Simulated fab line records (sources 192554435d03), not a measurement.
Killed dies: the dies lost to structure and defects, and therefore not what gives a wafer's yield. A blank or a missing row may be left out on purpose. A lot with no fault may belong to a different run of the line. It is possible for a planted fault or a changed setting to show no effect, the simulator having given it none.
Chamber matching | flow n5Finfet | 3 sister chambers for N5_BEOL_M9_ILD_DEP_00 on pecvd-01
The step deposits SiCOH lowk from DEMS/porogen, target thk 308.51 nm, time 58 s. 6 wafers are shown with their chamber, then 10 later ones without.

## WAFERS WITH THEIR CHAMBER
wafer  | chamber | throttleValvePct (%) | heaterPowerW (W)
L085.6 | 2       | 13.7                 | 402
L087.2 | 2       | 13.7                 | 416
L087.3 | 1       | 15.4                 | 383
L089.5 | 1       | 15.5                 | 363
L091.2 | 0       | 13.1                 | 353
L091.4 | 0       | 13.3                 | 355

## WAFERS WHOSE CHAMBER IS MISSING
wafer  | throttleValvePct (%) | heaterPowerW (W)
L091.5 | 13.8                 | 414
L092.1 | 15.5                 | 334
L092.2 | 13.3                 | 359
L092.3 | 13.4                 | 400
L094.2 | 13.2                 | 309
L094.3 | 13.8                 | 401
L094.4 | 15.7                 | 331
L096.2 | 13.5                 | 325
L096.3 | 15.5                 | 380
L096.5 | 13.9                 | 372

## CHAMBER TAKEN BY EACH
wafer  | from the rows above     | in truth
L091.5 | 2                       | 2
L092.1 | 1                       | 1
L092.2 | 0                       | 0
L092.3 | can't be placed: 2 or 0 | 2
L094.2 | 0                       | 0
L094.3 | 2                       | 2
L094.4 | 1                       | 1
L096.2 | 0                       | 0
L096.3 | 1                       | 1
L096.5 | 2                       | 2
Placed correctly: 9 of 10. These rows do not allow placing 1 (true chamber among the candidates in 1). Placed wrongly: 0.
How it was worked out, from the rows above alone: a wafer's distance from a chamber is the root of the sum, over the readings, of the square of ((its reading less the chamber's mean) divided by the reading's scatter). If the next closest chamber is less than 2 further off than the closest, the wafer can't be placed; otherwise it belongs to the closest. For every chamber, the mean is computed from those of its wafers that are shown. The scatter: the root of (the sum of the squares of (reading less its chamber's mean) over the shown wafers, divided by (wafers less chambers)).
